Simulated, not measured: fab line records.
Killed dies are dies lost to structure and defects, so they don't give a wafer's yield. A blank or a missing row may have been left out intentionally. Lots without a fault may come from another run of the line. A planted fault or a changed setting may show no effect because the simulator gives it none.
Which tool is to blame? || flow n5 finfet || 36 wafers from 12 lots sampled at 5 of the route's 1938 steps

WHAT EACH GAUGE READ, for each wafer
The record holds no reading of a measuring or inspecting step that can be judged against a usual standard deviation.

WHICH TOOL RAN EACH LOT (tool, then ch and the chambers of the sampled wafers, then the start)
{"lot": "L257", "N5_BEOL_M5_CURE_80": "uv cure-03 ch 2, day 8 00:05", "N5_BEOL_M5_ANNEAL_82": "pvd sputter-03, day 8 02:24", "N5_BEOL_M5_ANNEAL_84": "pvd sputter-03, day 8 03:29", "N5_BEOL_M5_ANNEAL_89": "pvd sputter-03, day 8 04:34", "N5_PASSIVATION_PROBE_49": "prober-02, day 11 22:47"}
{"lot": "L259", "N5_BEOL_M5_CURE_80": "uv cure-02 ch 2, day 8 10:57", "N5_BEOL_M5_ANNEAL_82": "pvd sputter-01, day 8 13:20", "N5_BEOL_M5_ANNEAL_84": "pvd sputter-01, day 8 14:25", "N5_BEOL_M5_ANNEAL_89": "pvd sputter-01, day 8 15:31", "N5_PASSIVATION_PROBE_49": "prober-02, day 12 00:09"}
{"lot": "L260", "N5_BEOL_M5_CURE_80": "uv cure-01 ch 1, day 8 17:41", "N5_BEOL_M5_ANNEAL_82": "pvd sputter-03, day 8 20:17", "N5_BEOL_M5_ANNEAL_84": "pvd sputter-03, day 8 21:23", "N5_BEOL_M5_ANNEAL_89": "pvd sputter-03, day 8 22:28", "N5_PASSIVATION_PROBE_49": "prober-01, day 12 23:28"}
{"lot": "L261", "N5_BEOL_M5_CURE_80": "uv cure-01 ch 0, day 9 02:08", "N5_BEOL_M5_ANNEAL_82": "pvd sputter-02, day 9 04:24", "N5_BEOL_M5_ANNEAL_84": "pvd sputter-02, day 9 05:29", "N5_BEOL_M5_ANNEAL_89": "pvd sputter-02, day 9 06:34", "N5_PASSIVATION_PROBE_49": "prober-01, day 13 09:01"}
{"lot": "L262", "N5_BEOL_M5_CURE_80": "uv cure-03 ch 0, day 9 09:10", "N5_BEOL_M5_ANNEAL_82": "pvd sputter-03, day 9 11:32", "N5_BEOL_M5_ANNEAL_84": "pvd sputter-03, day 9 12:37", "N5_BEOL_M5_ANNEAL_89": "pvd sputter-03, day 9 13:42", "N5_PASSIVATION_PROBE_49": "prober-02, day 13 04:38"}
{"lot": "L263", "N5_BEOL_M5_CURE_80": "uv cure-02 ch 0, day 9 18:59", "N5_BEOL_M5_ANNEAL_82": "pvd sputter-01, day 9 21:25", "N5_BEOL_M5_ANNEAL_84": "pvd sputter-01, day 9 22:31", "N5_BEOL_M5_ANNEAL_89": "pvd sputter-01, day 9 23:35", "N5_PASSIVATION_PROBE_49": "prober-01, day 14 02:56"}
{"lot": "L266", "N5_BEOL_M5_CURE_80": "uv cure-01 ch 0, day 10 10:06", "N5_BEOL_M5_ANNEAL_82": "pvd sputter-02, day 10 12:38", "N5_BEOL_M5_ANNEAL_84": "pvd sputter-02, day 10 13:44", "N5_BEOL_M5_ANNEAL_89": "pvd sputter-02, day 10 14:49", "N5_PASSIVATION_PROBE_49": "prober-02, day 14 07:51"}
{"lot": "L267", "N5_BEOL_M5_CURE_80": "uv cure-02 ch 1, day 10 10:11", "N5_BEOL_M5_ANNEAL_82": "pvd sputter-03, day 10 13:26", "N5_BEOL_M5_ANNEAL_84": "pvd sputter-03, day 10 14:31", "N5_BEOL_M5_ANNEAL_89": "pvd sputter-03, day 10 15:37", "N5_PASSIVATION_PROBE_49": "prober-02, day 14 16:54"}
{"lot": "L271", "N5_BEOL_M5_CURE_80": "uv cure-02 ch 1, day 11 09:58", "N5_BEOL_M5_ANNEAL_82": "pvd sputter-03, day 11 12:46", "N5_BEOL_M5_ANNEAL_84": "pvd sputter-03, day 11 13:51", "N5_BEOL_M5_ANNEAL_89": "pvd sputter-03, day 11 14:56", "N5_PASSIVATION_PROBE_49": "prober-02, day 15 11:24"}
{"lot": "L275", "N5_BEOL_M5_CURE_80": "uv cure-02 ch 0, day 13 08:53", "N5_BEOL_M5_ANNEAL_82": "pvd sputter-03, day 13 10:58", "N5_BEOL_M5_ANNEAL_84": "pvd sputter-03, day 13 12:03", "N5_BEOL_M5_ANNEAL_89": "pvd sputter-03, day 13 13:08", "N5_PASSIVATION_PROBE_49": "prober-01, day 17 09:23"}
{"lot": "L278", "N5_BEOL_M5_CURE_80": "uv cure-02 ch 2, day 13 17:57", "N5_BEOL_M5_ANNEAL_82": "pvd sputter-03, day 13 20:58", "N5_BEOL_M5_ANNEAL_84": "pvd sputter-03, day 13 22:04", "N5_BEOL_M5_ANNEAL_89": "pvd sputter-03, day 13 23:09", "N5_PASSIVATION_PROBE_49": "prober-02, day 17 22:32"}
{"lot": "L279", "N5_BEOL_M5_CURE_80": "uv cure-02 ch 0, day 13 20:31", "N5_BEOL_M5_ANNEAL_82": "pvd sputter-02, day 13 23:13", "N5_BEOL_M5_ANNEAL_84": "pvd sputter-02, day 14 00:18", "N5_BEOL_M5_ANNEAL_89": "pvd sputter-02, day 14 01:23", "N5_PASSIVATION_PROBE_49": "prober-02, day 18 13:37"}
- N5_BEOL_M5_CURE_80: cures SiCOH lowk, time 120 s.
- N5_BEOL_M5_ANNEAL_82: time 1800 s.
- N5_BEOL_M5_ANNEAL_84: time 1800 s.
- N5_BEOL_M5_ANNEAL_89: time 1800 s.
- N5_PASSIVATION_PROBE_49

AS READ BY THE TOOLS THEMSELVES (means over the sampled wafers that have a number; for cases with no such wafer, the mark the record gives instead)
N5_BEOL_M5_CURE_80. Usual: lamp power pct 52.31 %, standard deviation 0.055; wafer_temp_C_max 371.7, standard deviation 0.65.
{"lot": "L257", "tool": "uv cure-03", "lamp power pct (%)": 52.29, "wafer_temp_C_max": 371.9, "flag": ""}
{"lot": "L259", "tool": "uv cure-02", "lamp power pct (%)": 52.29, "wafer_temp_C_max": 372.7, "flag": ""}
{"lot": "L260", "tool": "uv cure-01", "lamp power pct (%)": 52.31, "wafer_temp_C_max": 371.5, "flag": ""}
{"lot": "L261", "tool": "uv cure-01", "lamp power pct (%)": 52.34, "wafer_temp_C_max": 371.4, "flag": ""}
{"lot": "L262", "tool": "uv cure-03", "lamp power pct (%)": 52.31, "wafer_temp_C_max": 371.0, "flag": ""}
{"lot": "L263", "tool": "uv cure-02", "lamp power pct (%)": 52.30, "wafer_temp_C_max": 371.7, "flag": ""}
{"lot": "L266", "tool": "uv cure-01", "lamp power pct (%)": 52.34, "wafer_temp_C_max": 371.5, "flag": ""}
{"lot": "L267", "tool": "uv cure-02", "lamp power pct (%)": 52.29, "wafer_temp_C_max": 370.7, "flag": ""}
{"lot": "L271", "tool": "uv cure-02", "lamp power pct (%)": 52.33, "wafer_temp_C_max": 371.4, "flag": ""}
{"lot": "L275", "tool": "uv cure-02", "lamp power pct (%)": 52.28, "wafer_temp_C_max": 371.9, "flag": ""}
{"lot": "L278", "tool": "uv cure-02", "lamp power pct (%)": 52.30, "wafer_temp_C_max": 371.8, "flag": ""}
{"lot": "L279", "tool": "uv cure-02", "lamp power pct (%)": 52.33, "wafer_temp_C_max": 371.5, "flag": ""}

N5_BEOL_M5_ANNEAL_82. Usual: heater power w 828 W, standard deviation 82; susceptor temp C 399.98 C, standard deviation 0.21.
{"lot": "L257", "tool": "pvd sputter-03", "heater power w (W)": 840, "susceptor temp C (C)": 399.94, "flag": ""}
{"lot": "L259", "tool": "pvd sputter-01", "heater power w (W)": 725, "susceptor temp C (C)": 399.98, "flag": ""}
{"lot": "L260", "tool": "pvd sputter-03", "heater power w (W)": 831, "susceptor temp C (C)": 400.05, "flag": ""}
{"lot": "L261", "tool": "pvd sputter-02", "heater power w (W)": 897, "susceptor temp C (C)": 400.05, "flag": ""}
{"lot": "L262", "tool": "pvd sputter-03", "heater power w (W)": 834, "susceptor temp C (C)": 399.89, "flag": ""}
{"lot": "L263", "tool": "pvd sputter-01", "heater power w (W)": 722, "susceptor temp C (C)": 400.06, "flag": ""}
{"lot": "L266", "tool": "pvd sputter-02", "heater power w (W)": 859, "susceptor temp C (C)": 400.00, "flag": ""}
{"lot": "L267", "tool": "pvd sputter-03", "heater power w (W)": 872, "susceptor temp C (C)": 399.62, "flag": ""}
{"lot": "L271", "tool": "pvd sputter-03", "heater power w (W)": 868, "susceptor temp C (C)": 400.21, "flag": ""}
{"lot": "L275", "tool": "pvd sputter-03", "heater power w (W)": 832, "susceptor temp C (C)": 399.92, "flag": ""}
{"lot": "L278", "tool": "pvd sputter-03", "heater power w (W)": 883, "susceptor temp C (C)": 400.08, "flag": ""}
{"lot": "L279", "tool": "pvd sputter-02", "heater power w (W)": 889, "susceptor temp C (C)": 400.00, "flag": ""}

N5_BEOL_M5_ANNEAL_84. Usual: heater power w 828 W, standard deviation 82; susceptor temp C 400.01 C, standard deviation 0.23.
{"lot": "L257", "tool": "pvd sputter-03", "heater power w (W)": 831, "susceptor temp C (C)": 400.04, "flag": ""}
{"lot": "L259", "tool": "pvd sputter-01", "heater power w (W)": 714, "susceptor temp C (C)": 400.06, "flag": ""}
{"lot": "L260", "tool": "pvd sputter-03", "heater power w (W)": 830, "susceptor temp C (C)": 399.93, "flag": ""}
{"lot": "L261", "tool": "pvd sputter-02", "heater power w (W)": 906, "susceptor temp C (C)": 399.91, "flag": ""}
{"lot": "L262", "tool": "pvd sputter-03", "heater power w (W)": 833, "susceptor temp C (C)": 399.82, "flag": ""}
{"lot": "L263", "tool": "pvd sputter-01", "heater power w (W)": 723, "susceptor temp C (C)": 400.10, "flag": ""}
{"lot": "L266", "tool": "pvd sputter-02", "heater power w (W)": "-", "susceptor temp C (C)": "-", "flag": "OFF"}
{"lot": "L267", "tool": "pvd sputter-03", "heater power w (W)": "-", "susceptor temp C (C)": "-", "flag": "OFF"}
{"lot": "L271", "tool": "pvd sputter-03", "heater power w (W)": 868, "susceptor temp C (C)": 399.93, "flag": ""}
{"lot": "L275", "tool": "pvd sputter-03", "heater power w (W)": 845, "susceptor temp C (C)": 400.17, "flag": ""}
{"lot": "L278", "tool": "pvd sputter-03", "heater power w (W)": 882, "susceptor temp C (C)": 399.76, "flag": ""}
{"lot": "L279", "tool": "pvd sputter-02", "heater power w (W)": 895, "susceptor temp C (C)": 400.08, "flag": ""}

N5_BEOL_M5_ANNEAL_89. Usual: heater power w 828 W, standard deviation 82; susceptor temp C 400.02 C, standard deviation 0.23.
{"lot": "L257", "tool": "pvd sputter-03", "heater power w (W)": 841, "susceptor temp C (C)": 400.02, "flag": ""}
{"lot": "L259", "tool": "pvd sputter-01", "heater power w (W)": 718, "susceptor temp C (C)": 399.94, "flag": ""}
{"lot": "L260", "tool": "pvd sputter-03", "heater power w (W)": 836, "susceptor temp C (C)": 400.17, "flag": ""}
{"lot": "L261", "tool": "pvd sputter-02", "heater power w (W)": 885, "susceptor temp C (C)": 400.32, "flag": ""}
{"lot": "L262", "tool": "pvd sputter-03", "heater power w (W)": 834, "susceptor temp C (C)": 400.04, "flag": ""}
{"lot": "L263", "tool": "pvd sputter-01", "heater power w (W)": 723, "susceptor temp C (C)": 400.30, "flag": ""}
{"lot": "L266", "tool": "pvd sputter-02", "heater power w (W)": 868, "susceptor temp C (C)": 400.02, "flag": ""}
{"lot": "L267", "tool": "pvd sputter-03", "heater power w (W)": 869, "susceptor temp C (C)": 399.76, "flag": ""}
{"lot": "L271", "tool": "pvd sputter-03", "heater power w (W)": 865, "susceptor temp C (C)": 399.86, "flag": ""}
{"lot": "L275", "tool": "pvd sputter-03", "heater power w (W)": 833, "susceptor temp C (C)": 400.24, "flag": ""}
{"lot": "L278", "tool": "pvd sputter-03", "heater power w (W)": 873, "susceptor temp C (C)": 400.09, "flag": ""}
{"lot": "L279", "tool": "pvd sputter-02", "heater power w (W)": 909, "susceptor temp C (C)": 400.19, "flag": ""}

N5_PASSIVATION_PROBE_49. Usual: defect limited yield 91.2 %, standard deviation 1.6; killed_at_M0_to_M3 34, standard deviation 11; killed_at_M4_up 13, standard deviation 5.2; killed at contacts 13, standard deviation 6.3; killed at front end 40, standard deviation 14; killed at other 3.2, standard deviation 2.4; killed dies 104, standard deviation 19; killed open 69, standard deviation 14; killed short 32, standard deviation 7.5; sort_bin_5_function 5.3 %, standard deviation 1.1; sort_bin_6_memory 3.2 %, standard deviation 0.73; sort_bin_8_speed 0.01 %, standard deviation 0.038; sort n pass 1076, standard deviation 19; sort yield pct 91.2 %, standard deviation 1.6.
{"lot": "L257", "tool": "prober-02", "defect limited yield (%)": 93.5, "killed_at_M0_to_M3": 20, "killed_at_M4_up": 11, "killed at contacts": 18, "killed at front end": 24, "killed at other": 3.0, "killed dies": 76, "killed open": 47, "killed short": 27, "sort_bin_5_function (%)": 4.2, "sort_bin_6_memory (%)": 2.1, "sort_bin_8_speed (%)": 0.00, "sort n pass": 1104, "sort yield pct (%)": 93.5, "flag": ""}
{"lot": "L259", "tool": "prober-02", "defect limited yield (%)": 92.1, "killed_at_M0_to_M3": 21, "killed_at_M4_up": 16, "killed at contacts": 16, "killed at front end": 38, "killed at other": 2.0, "killed dies": 93, "killed open": 66, "killed short": 25, "sort_bin_5_function (%)": 5.1, "sort_bin_6_memory (%)": 2.7, "sort_bin_8_speed (%)": 0.03, "sort n pass": 1087, "sort yield pct (%)": 92.1, "flag": ""}
{"lot": "L260", "tool": "prober-01", "defect limited yield (%)": 90.9, "killed_at_M0_to_M3": 34, "killed_at_M4_up": 15, "killed at contacts": 20, "killed at front end": 37, "killed at other": 1.7, "killed dies": 107, "killed open": 73, "killed short": 34, "sort_bin_5_function (%)": 5.2, "sort_bin_6_memory (%)": 3.6, "sort_bin_8_speed (%)": 0.00, "sort n pass": 1073, "sort yield pct (%)": 90.9, "flag": ""}
{"lot": "L261", "tool": "prober-01", "defect limited yield (%)": 93.1, "killed_at_M0_to_M3": 27, "killed_at_M4_up": 9, "killed at contacts": 16, "killed at front end": 29, "killed at other": 1.3, "killed dies": 81, "killed open": 53, "killed short": 26, "sort_bin_5_function (%)": 4.0, "sort_bin_6_memory (%)": 2.6, "sort_bin_8_speed (%)": 0.08, "sort n pass": 1098, "sort yield pct (%)": 93.0, "flag": ""}
{"lot": "L262", "tool": "prober-02", "defect limited yield (%)": 91.2, "killed_at_M0_to_M3": 32, "killed_at_M4_up": 12, "killed at contacts": 6, "killed at front end": 51, "killed at other": 3.7, "killed dies": 104, "killed open": 73, "killed short": 29, "sort_bin_5_function (%)": 5.3, "sort_bin_6_memory (%)": 3.2, "sort_bin_8_speed (%)": 0.00, "sort n pass": 1076, "sort yield pct (%)": 91.2, "flag": ""}
{"lot": "L263", "tool": "prober-01", "defect limited yield (%)": 91.7, "killed_at_M0_to_M3": 36, "killed_at_M4_up": 12, "killed at contacts": 14, "killed at front end": 29, "killed at other": 6.7, "killed dies": 98, "killed open": 62, "killed short": 31, "sort_bin_5_function (%)": 5.0, "sort_bin_6_memory (%)": 2.9, "sort_bin_8_speed (%)": 0.03, "sort n pass": 1082, "sort yield pct (%)": 91.7, "flag": ""}
{"lot": "L266", "tool": "prober-02", "defect limited yield (%)": 91.0, "killed_at_M0_to_M3": 41, "killed_at_M4_up": 11, "killed at contacts": 19, "killed at front end": 34, "killed at other": 2.0, "killed dies": 106, "killed open": 71, "killed short": 33, "sort_bin_5_function (%)": 5.4, "sort_bin_6_memory (%)": 3.3, "sort_bin_8_speed (%)": 0.03, "sort n pass": 1074, "sort yield pct (%)": 91.0, "flag": ""}
{"lot": "L267", "tool": "prober-02", "defect limited yield (%)": 90.0, "killed_at_M0_to_M3": 34, "killed_at_M4_up": 12, "killed at contacts": 14, "killed at front end": 54, "killed at other": 4.3, "killed dies": 118, "killed open": 74, "killed short": 42, "sort_bin_5_function (%)": 5.8, "sort_bin_6_memory (%)": 3.9, "sort_bin_8_speed (%)": 0.03, "sort n pass": 1062, "sort yield pct (%)": 90.0, "flag": ""}
{"lot": "L271", "tool": "prober-02", "defect limited yield (%)": 88.5, "killed_at_M0_to_M3": 50, "killed_at_M4_up": 10, "killed at contacts": 5, "killed at front end": 65, "killed at other": 5.0, "killed dies": 135, "killed open": 90, "killed short": 42, "sort_bin_5_function (%)": 6.9, "sort_bin_6_memory (%)": 4.2, "sort_bin_8_speed (%)": 0.00, "sort n pass": 1045, "sort yield pct (%)": 88.5, "flag": ""}
{"lot": "L275", "tool": "prober-01", "defect limited yield (%)": 91.8, "killed_at_M0_to_M3": 29, "killed_at_M4_up": 12, "killed at contacts": 21, "killed at front end": 33, "killed at other": 2.3, "killed dies": 97, "killed open": 63, "killed short": 30, "sort_bin_5_function (%)": 4.7, "sort_bin_6_memory (%)": 3.0, "sort_bin_8_speed (%)": 0.00, "sort n pass": 1083, "sort yield pct (%)": 91.8, "flag": ""}
{"lot": "L278", "tool": "prober-02", "defect limited yield (%)": 92.1, "killed_at_M0_to_M3": 30, "killed_at_M4_up": 12, "killed at contacts": 7, "killed at front end": 42, "killed at other": 3.3, "killed dies": 93, "killed open": 58, "killed short": 33, "sort_bin_5_function (%)": 4.5, "sort_bin_6_memory (%)": 3.1, "sort_bin_8_speed (%)": 0.00, "sort n pass": 1087, "sort yield pct (%)": 92.1, "flag": ""}
{"lot": "L279", "tool": "prober-02", "defect limited yield (%)": 91.1, "killed_at_M0_to_M3": 28, "killed_at_M4_up": 20, "killed at contacts": 9, "killed at front end": 48, "killed at other": 1.0, "killed dies": 105, "killed open": 70, "killed short": 32, "sort_bin_5_function (%)": 5.1, "sort_bin_6_memory (%)": 3.4, "sort_bin_8_speed (%)": 0.00, "sort n pass": 1075, "sort yield pct (%)": 91.1, "flag": ""}

THE ANSWER, worked out from the rows above alone
Rule: take the mean of a lot's wafers that have a number; if it is more than 3 standard deviations from the usual mean, the lot is off. Also off: a lot with no number at a reading for which 4 or more lots have one. Any other lot the step has rows for is counted as sound. Order of review: gauges by route order, followed by the tools' own readings, for which a lot's mean as printed above is used. At the first step where some lot is off, the reading lying furthest off is the one used; lots without a number count as furthest.
Off, at N5_BEOL_M5_ANNEAL_84 on heater power w: L266, L267. Without a number there: L266, L267.
A tool fits if, at that step or a process step before it, it ran every lot that is off, and no sound lot after the first of them. Of those tried, none fits.

WHAT THE SIMULATOR HAD INSERTED
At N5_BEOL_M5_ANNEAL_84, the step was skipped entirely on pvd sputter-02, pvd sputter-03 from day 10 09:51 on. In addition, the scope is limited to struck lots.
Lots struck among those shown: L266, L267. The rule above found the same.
